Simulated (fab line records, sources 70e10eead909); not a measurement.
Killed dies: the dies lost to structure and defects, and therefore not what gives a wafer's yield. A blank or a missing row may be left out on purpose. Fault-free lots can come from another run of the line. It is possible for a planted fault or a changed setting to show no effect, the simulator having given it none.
A lot that was struck, set against a sound lot	flow nand harc	39 steps out of a route of 1159
Sound: these wafers, L183.2, L183.5, L183.6. Wafers L204.1, L204.4, L204.5 were the ones struck. The cause comes at the end.
Per side, at each step with rows, come the tool, then ch with its chambers, and then its first start. Under that, the readings that differ: sound wafers	struck wafers	difference of the means	sigmas: that difference in standard deviations of wafers without a fault.
alike: words and numbers the same on both sides, and readings whose means are apart by under 2 such deviations; not compared: readings that were withheld, readings missing a value for some wafer, numbers with overlapping values and no deviation given by the record, and bounds like >300 which may hide the same value.
Wherever a step has rows on one side only, a row that says differs or no value, or a row with sigmas, the two part there. Numbers that don't overlap but have no deviation are shown without sigmas and don't part them. Lack of a reading on every wafer of one side parts them only where that side has two or more wafers.

first, 1 step without rows for these wafers: NHARC_A_ONON_D1_DEP_00 (target thk 1000 nm).
NHARC_A_ONON_D1_THK_MEAS_02: measures by ellipsometry.
  sound on film metro-01, day 8 02:36; struck on film metro-01, day 12 23:06
  alike: thk nm
then, 1 step without rows for these wafers: NHARC_A_ONON_D1_DEP_03 (target thk 1000 nm).
NHARC_A_ONON_D1_THK_MEAS_05: measures by ellipsometry.
  sound on film metro-01, day 8 03:10; struck on film metro-02, day 12 23:40
  alike: thk nm
then, 1 step without rows for these wafers: NHARC_A_ONON_D1_DEP_06 (target thk 1000 nm).
NHARC_A_ONON_D1_THK_MEAS_08: measures by ellipsometry.
  sound on film metro-02, day 8 03:44; struck on film metro-01, day 13 00:14
reading	sound	struck	difference	sigmas
thk nm (nm)	977 980 981	1000 1000 1000	+21	+2
then, 1 step without rows for these wafers: NHARC_A_ONON_D1_DEP_09 (target thk 1000 nm).
NHARC_A_ONON_D1_THK_MEAS_11: measures by ellipsometry.
  sound on film metro-02, day 8 04:19; struck on film metro-01, day 13 00:49
  alike: thk nm
then, 1 step without rows for these wafers: NHARC_A_ONON_D1_DEP_12 (target thk 1000 nm).
NHARC_A_ONON_D1_THK_MEAS_14: measures by ellipsometry.
  sound on film metro-02, day 8 04:53; struck on film metro-02, day 13 01:22
  alike: thk nm
then, 1 step without rows for these wafers: NHARC_A_ONON_D1_ANNEAL_15 (time 3600 s).
NHARC_A_ONON_D1_DEP_16: target thk 1000 nm.
  sound on pecvd onon-03 ch 0, day 8 12:55; struck on pecvd onon-01 ch 0, day 13 08:31
NHARC_A_ONON_D1_THK_MEAS_18: measures by ellipsometry.
  sound on film metro-01, day 8 13:22; struck on film metro-02, day 13 09:01
  alike: thk nm
then, 1 step without rows for these wafers: NHARC_A_ONON_D1_DEP_19 (target thk 1000 nm).
NHARC_A_ONON_D1_THK_MEAS_21: measures by ellipsometry.
  sound on film metro-02, day 8 14:03; struck on film metro-01, day 13 09:35
  alike: thk nm
then, 1 step without rows for these wafers: NHARC_A_ONON_D1_DEP_22 (target thk 1000 nm).
NHARC_A_ONON_D1_THK_MEAS_24: measures by ellipsometry.
  sound on film metro-02, day 8 14:37; struck on film metro-01, day 13 10:11
  alike: thk nm
then, 1 step without rows for these wafers: NHARC_A_ONON_D1_DEP_25 (target thk 1000 nm).
NHARC_A_ONON_D1_THK_MEAS_27: measures by ellipsometry.
  sound on film metro-02, day 8 15:11; struck on film metro-01, day 13 10:46
  alike: thk nm
then, 1 step without rows for these wafers: NHARC_A_ONON_D1_DEP_28 (target thk 1000 nm).
NHARC_A_ONON_D1_THK_MEAS_30: measures by ellipsometry.
  sound on film metro-01, day 8 15:44; struck on film metro-02, day 13 11:20
  alike: thk nm
NHARC_A_ONON_D1_DEP_33: deposits SiO2, target thk 200 nm.
  sound on pecvd-03 ch 1,2, day 8 15:48; struck on pecvd-01 ch 0,1,2, day 13 11:23
  alike: heater power w, throttle valve pct
NHARC_A_ONON_D1_THK_MEAS_34: measures by ellipsometry.
  sound on film metro-01, day 8 16:13; struck on film metro-01, day 13 11:48
  alike: thk nm
NHARC_A_CHANNEL_HOLE_D1_DEP_00: deposits aC, target thk 3100 nm.
  sound on acl dep-03 ch 0, day 8 19:31; struck on acl dep-03 ch 0, day 13 15:06
  alike: throttle valve pct
NHARC_A_CHANNEL_HOLE_D1_DEP_01: deposits SiON, target thk 140 nm.
  sound on pecvd-01 ch 0,2, day 8 21:10; struck on pecvd-01 ch 0,2, day 13 17:03
  alike: heater power w
then, 10 steps without rows for these wafers: NHARC_A_CHANNEL_HOLE_D1_DEHYDRATE_02 (time 120 s); NHARC_A_CHANNEL_HOLE_D1_HMDS_03 (time 30 s); NHARC_A_CHANNEL_HOLE_D1_COAT_36 (time 75 s); NHARC_A_CHANNEL_HOLE_D1_COAT_37 (time 65 s); NHARC_A_CHANNEL_HOLE_D1_COAT_04 (resist thk 90 nm); NHARC_A_CHANNEL_HOLE_D1_SOFTBAKE_05 (time 55 s); NHARC_A_CHANNEL_HOLE_D1_EBR_06; NHARC_A_CHANNEL_HOLE_D1_EXPOSE_07 (exposes mask HOLE D1, target cd 100 nm); NHARC_A_CHANNEL_HOLE_D1_PEB_08 (peb time 65 s); NHARC_A_CHANNEL_HOLE_D1_DEVELOP_09 (develop time 35 s).
NHARC_A_CHANNEL_HOLE_D1_CD_MEAS_10: target cd 100 nm.
  sound on cd sem-03 ch 0, day 8 21:43; struck on cd sem-01 ch 0, day 13 17:43
reading	sound	struck	difference	sigmas
cd nm (nm)	100.7 100.7 100.2	99.9 99.6 99.3	-0.9	-2
NHARC_A_CHANNEL_HOLE_D1_OVL_MEAS_11:
  sound on overlay-01, day 8 21:48; struck on overlay-02, day 13 17:48
reading	sound	struck	difference	sigmas
overlay x nm (nm)	-2.0 -2.2 -2.0	1.7 1.5 1.4	+3.6	+4
overlay y nm (nm)	-1.9 -1.4 -1.9	1.8 1.7 1.8	+3.5	+4
NHARC_A_CHANNEL_HOLE_D1_DESCUM_15: chemistry O2, time 3 s.
  sound on rie diel-12 ch 0,1, day 8 21:54; struck on rie diel-12 ch 1,3, day 13 17:55
  alike: drypump motor current A, oes product au, rf vpp V, showerhead plenum p Torr, throttle valve pct
  not compared: rf hours counter h
-- the record jumps here: 11 days lie between the struck wafers' starts before and after (it left off in module A_CHANNEL_HOLE_D1 and takes up again in module END, whose first step shown is number 1159 of the route) --
NHARC_END_SORT_01:
  here the record holds rows for the struck wafers (prober-02 ch 0, day 24 18:25) but none for the sound ones

## WHERE THEY PART
Last at NHARC_END_SORT_01 as far as this record goes, first at NHARC_A_ONON_D1_THK_MEAS_08.

WHY: what the simulator had put in
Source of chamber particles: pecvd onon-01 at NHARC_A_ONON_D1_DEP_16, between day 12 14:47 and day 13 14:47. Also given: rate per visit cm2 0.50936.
